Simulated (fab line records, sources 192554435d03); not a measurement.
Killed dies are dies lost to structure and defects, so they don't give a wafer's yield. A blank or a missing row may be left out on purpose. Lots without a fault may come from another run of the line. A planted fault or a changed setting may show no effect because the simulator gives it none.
A struck lot beside a sound one | flow n5_finfet | 16 steps out of a route of 1938
Sound: wafers L734.4, L734.5, L734.6. Struck: wafers L747.1, L747.2, L747.4. The cause comes at the end.
At each step with rows: each side's tool, then ch and its chambers, then its first start. Under that, the readings that differ: sound wafers | struck wafers | difference of the means | sigmas: that difference in standard deviations of wafers without a fault.
alike: readings whose means differ by less than 2 such deviations, and words and numbers that are the same on both sides. not compared: withheld readings, readings that some wafer has no value for, bounds like >300 that may hide the same value, and numbers for which the record gives no deviation and whose values overlap.
The two part at a step that has a row with sigmas, a row that says differs or no value, or rows on one side only. Numbers that don't overlap but have no deviation are shown without sigmas and don't part them. A reading that every wafer of one side lacks parts them only if that side has two wafers or more.

first, 1 step without rows for these wafers: N5_MOL_CONTACT_COAG_DESCUM_13 (chemistry O2, time 7 s).
N5_MOL_CONTACT_COAG_ETCH_59: etches underlayer in N2/H2, target depth 13 nm, time 10.4 s.
  sound on rie_diel-06 ch 0,1,3, day 4 17:19; struck on rie_diel-01 ch 1,2,3, day 7 22:56
  alike: drypump_motor_current_A, etch_rf_on_time_s, oes_product_au, rf_vpp_V, showerhead_plenum_p_Torr, throttle_valve_pct
  not compared: rf_hours_counter_h
N5_MOL_CONTACT_COAG_ETCH_105: etches SiARC in CF4, target depth 15.6 nm, time 26 s.
  sound on rie_diel-06 ch 0,1,3, day 4 17:20; struck on rie_diel-01 ch 1,2,3, day 7 22:58
  alike: cf4_flow_sccm, drypump_motor_current_A, etch_rf_on_time_s, mfc_ar_sccm, oes_product_au, rf_vpp_V, showerhead_plenum_p_Torr, throttle_valve_pct
  not compared: rf_hours_counter_h
N5_MOL_CONTACT_COAG_ETCH_106: etches SOC in N2/H2, target depth 80 nm, overetch 16 nm, time 120 s.
  sound on rie_diel-06 ch 0,1,3, day 4 17:22; struck on rie_diel-01 ch 1,2,3, day 7 22:59
  alike: drypump_motor_current_A, oes_product_au, rf_vpp_V, showerhead_plenum_p_Torr, throttle_valve_pct
  not compared: rf_hours_counter_h
then, 2 steps without rows for these wafers: N5_MOL_CONTACT_COAG_STRIP_107 (strips in N2/H2); N5_MOL_CONTACT_COAG_STRIP_108 (strips in N2/H2).
N5_MOL_CONTACT_COAG_CONTACT_ETCH_14: etches SiO2 in C4F6/O2, target depth 27.5 nm, overetch 8.5 nm, time 20 s.
  sound on rie_diel-06 ch 0,1,3, day 4 17:28; struck on rie_diel-01 ch 1,2,3, day 7 23:05
  alike: drypump_motor_current_A, mfc_ar_sccm, oes_product_au, rf_vpp_V, showerhead_plenum_p_Torr, throttle_valve_pct
  not compared: rf_hours_counter_h
then, 1 step without rows for these wafers: N5_MOL_CONTACT_COAG_STRIP_109 (strips in C4F6/O2).
N5_MOL_CONTACT_COAG_ETCH_15: etches SiNx in CH3F/O2, stops on Si:P, target depth 7 nm.
  sound on rie_diel-06 ch 0,1,3, day 4 17:31; struck on rie_diel-01 ch 1,2,3, day 7 23:07
  reading            | sound             | struck            | difference | sigmas
  mfc_ar_sccm (sccm) | 149.7 149.1 150.1 | 150.0 151.2 150.5 | +0.9       | +2
  alike: drypump_motor_current_A, oes_product_au, rf_vpp_V, showerhead_plenum_p_Torr, throttle_valve_pct
  not compared: rf_hours_counter_h
then, 2 steps without rows for these wafers: N5_MOL_CONTACT_COAG_ETCH_110 (etches Si in CF4/O2, target depth 2.5 nm, time 8 s); N5_MOL_CONTACT_COAG_STRIP_98 (strips in N2/H2).
N5_MOL_CONTACT_COAG_CD_MEAS_99: target cd 17.2 nm.
  sound on cd_sem-02, day 4 17:42; struck on cd_sem-02, day 7 23:18
  alike: cd_nm
N5_MOL_CONTACT_COAG_IMPLANT_129:
  sound on implanter-02 ch 0, day 4 17:49; struck on implanter-01 ch 0, day 7 23:20
  reading       | sound                         | struck                       | difference | sigmas
  beam_on_s (s) | 40.3 40.2 38.6                | 21.4 21.0 20.7               | -18.7      | -23
  dose_ions_cm2 | 6.004e+14 6.005e+14 6.002e+14 | 3.164e+14 3.17e+14 3.166e+14 | -2.837e+14 | -99 or more
  alike: rotation_deg
then, 1 step without rows for these wafers: N5_MOL_CONTACT_COAG_PRECLEAN_111 (cleans in NF3:NH3, afs cycles 1, time 20 s, sublimation time 60 s).
-- the record jumps here: 3 days lie between the struck wafers' starts before and after (it left off in module MOL_CONTACT_COAG and takes up again in module BEOL_M4, whose first step shown is number 1111 of the route) --
N5_BEOL_M4_RC_MEAS_101:
  sound on prober-02 ch 0, day 8 00:20; struck on prober-01 ch 0, day 11 04:12
  alike: DIBL_N, DIBL_P, IOFF_N, IOFF_P, ION_N, ION_P, SS_N, SS_P, VT_N, VT_P
-- the record jumps here: 4 days lie between the struck wafers' starts before and after (it left off in module BEOL_M4 and takes up again in module PASSIVATION, whose first step shown is number 1936 of the route) --
N5_PASSIVATION_PROBE_49:
  sound on prober-02, day 12 09:16; struck on prober-02, day 15 06:44
  alike: defect_limited_yield, killed_at_M0_to_M3, killed_at_M4_up, killed_at_contacts, killed_at_front_end, killed_at_other, killed_dies, killed_on_rim, killed_open, killed_short, sort_bin_5_function, sort_bin_6_memory, sort_n_pass, sort_yield_pct

WHERE THEY PART
First at N5_MOL_CONTACT_COAG_ETCH_15; last, within this record, at N5_MOL_CONTACT_COAG_IMPLANT_129. Later steps at which nothing parts them and some readings are alike: N5_BEOL_M4_RC_MEAS_101, N5_PASSIVATION_PROBE_49.

WHY: what the simulator had put in
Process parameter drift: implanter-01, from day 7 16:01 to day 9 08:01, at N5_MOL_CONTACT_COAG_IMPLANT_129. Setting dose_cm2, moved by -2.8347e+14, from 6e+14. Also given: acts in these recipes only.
